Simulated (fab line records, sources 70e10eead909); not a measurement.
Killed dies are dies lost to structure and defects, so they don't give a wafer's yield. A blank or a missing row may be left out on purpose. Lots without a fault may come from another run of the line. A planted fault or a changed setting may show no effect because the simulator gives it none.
Chamber matching | flow nand_harc | NHARC_A_STAIRCASE_TRIM_220 on rie_diel-05: 4 sister chambers
The step chemistry O2, time 211.2 s. 4 wafers are shown with their chamber, then 12 later ones without.

WAFERS WITH THEIR CHAMBER
wafer  | chamber | drypump_motor_current_A (A)
L088.5 | 3       | 5.7
L092.2 | 0       | 5.9
L092.5 | 2       | 6.7
L092.6 | 1       | 5.3

WAFERS WITHOUT THEIR CHAMBER
wafer  | drypump_motor_current_A (A)
L093.1 | 5.9
L093.2 | 6.7
L093.3 | 5.7
L093.4 | 5.3
L093.5 | 5.7
L093.6 | 5.8
L091.4 | 5.9
L091.5 | 5.7
L091.6 | 5.3
L096.4 | 5.9
L096.5 | 5.3
L096.6 | 5.7

WHICH CHAMBER EACH WENT THROUGH
wafer  | from the rows above     | in truth
L093.1 | 0                       | 0
L093.2 | 2                       | 2
L093.3 | 3                       | 3
L093.4 | 1                       | 1
L093.5 | 3                       | 3
L093.6 | can't be placed: 3 or 0 | 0
L091.4 | 0                       | 0
L091.5 | 3                       | 3
L091.6 | 1                       | 1
L096.4 | 0                       | 0
L096.5 | 1                       | 1
L096.6 | 3                       | 3
Placed correctly: 11 of 12. Can't be placed from these rows: 1 (the true chamber is among the candidates in 1). Placed wrongly: 0.
How it was worked out, from the rows above alone: a wafer's distance from a chamber is the root of the sum, over the readings, of the square of ((its reading less the chamber's mean) divided by the reading's scatter). The wafer belongs to the nearest chamber; if the next one is less than 2 further off, it can't be placed. A chamber's mean is the mean of its shown wafers. The scatter: with one shown wafer a chamber, the root of the mean of the squares of how far each hidden wafer lies from its nearest shown one.
